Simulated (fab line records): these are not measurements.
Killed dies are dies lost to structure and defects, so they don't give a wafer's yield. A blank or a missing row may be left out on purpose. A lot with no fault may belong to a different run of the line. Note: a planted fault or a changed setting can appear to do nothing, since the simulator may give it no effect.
Matching of chambers | flow n5-finfet | rie-si-03 running N5_BEOL_M0_SAQP_MANDREL_ETCH_20: 3 sister chambers
The step etches a-Si in HBr/Cl2, stops on SiNx, target depth 60 nm, bt time 10 s, time 30 s. 14 wafers are shown with their chamber, then 7 later ones without.

== EACH WAFER AND ITS CHAMBER ==
wafer  | chamber | drypump-motor-current-A (A) | throttle-valve-pct (%) | oes-product-au (a.u.)
L356.2 | 2       | 5.0                         | 35.30                  | 0.769
L356.3 | 0       | 5.8                         | 35.52                  | 0.787
L356.5 | 3       | 6.2                         | 35.26                  | 0.790
L369.3 | 2       | 5.0                         | 35.31                  | 0.781
L369.4 | 3       | 6.2                         | 35.25                  | 0.795
L369.5 | 2       | 5.0                         | 35.29                  | 0.781
L374.1 | 2       | 5.0                         | 35.28                  | 0.782
L374.2 | 0       | 5.8                         | 35.54                  | 0.776
L374.5 | 2       | 5.0                         | 35.27                  | 0.773
L376.1 | 3       | 6.2                         | 35.30                  | 0.780
L376.2 | 2       | 5.0                         | 35.32                  | 0.778
L376.4 | 3       | 6.3                         | 35.27                  | 0.793
L377.1 | 3       | 6.2                         | 35.25                  | 0.796
L377.3 | 2       | 5.0                         | 35.31                  | 0.776

SIGNATURES (means of the wafers above)
reading                 | chamber 0 | chamber 2 | chamber 3 | scatter within a chamber
drypump-motor-current-A | 5.800     | 5.000     | 6.220     | 0.027
throttle-valve-pct      | 35.5300   | 35.2971   | 35.2660   | 0.0187
oes-product-au          | 0.78150   | 0.77714   | 0.79080   | 0.00577
Rule: distance of a wafer from a chamber = root of the sum over the readings of ((wafer's reading minus chamber's mean) / reading's scatter) squared. If the next closest chamber is less than 2 further off than the closest, the wafer can't be placed; otherwise it belongs to the closest. The scatter is the square root of a quotient: the sum, over the shown wafers, of each reading's squared deviation from its chamber's mean, divided by wafers minus chambers.

== WAFERS WITHOUT THEIR CHAMBER ==
wafer  | drypump-motor-current-A (A) | throttle-valve-pct (%) | oes-product-au (a.u.)
L377.6 | 5.0                         | 35.27                  | 0.788
L378.2 | 5.7                         | 35.53                  | 0.790
L378.5 | 5.7                         | 35.53                  | 0.795
L378.6 | 6.2                         | 35.24                  | 0.804
L379.1 | 5.0                         | 35.31                  | 0.763
L379.4 | 6.2                         | 35.24                  | 0.793
L379.6 | 6.2                         | 35.26                  | 0.798

== THE CHAMBER EACH PASSED THROUGH ==
wafer  | from the rows above | in truth
L377.6 | 2                   | 2
L378.2 | 0                   | 0
L378.5 | 0                   | 0
L378.6 | 3                   | 3
L379.1 | 2                   | 2
L379.4 | 3                   | 3
L379.6 | 3                   | 3
Correct placement for 7 of the 7. Can't be placed from these rows: 0. Placed wrongly: 0.
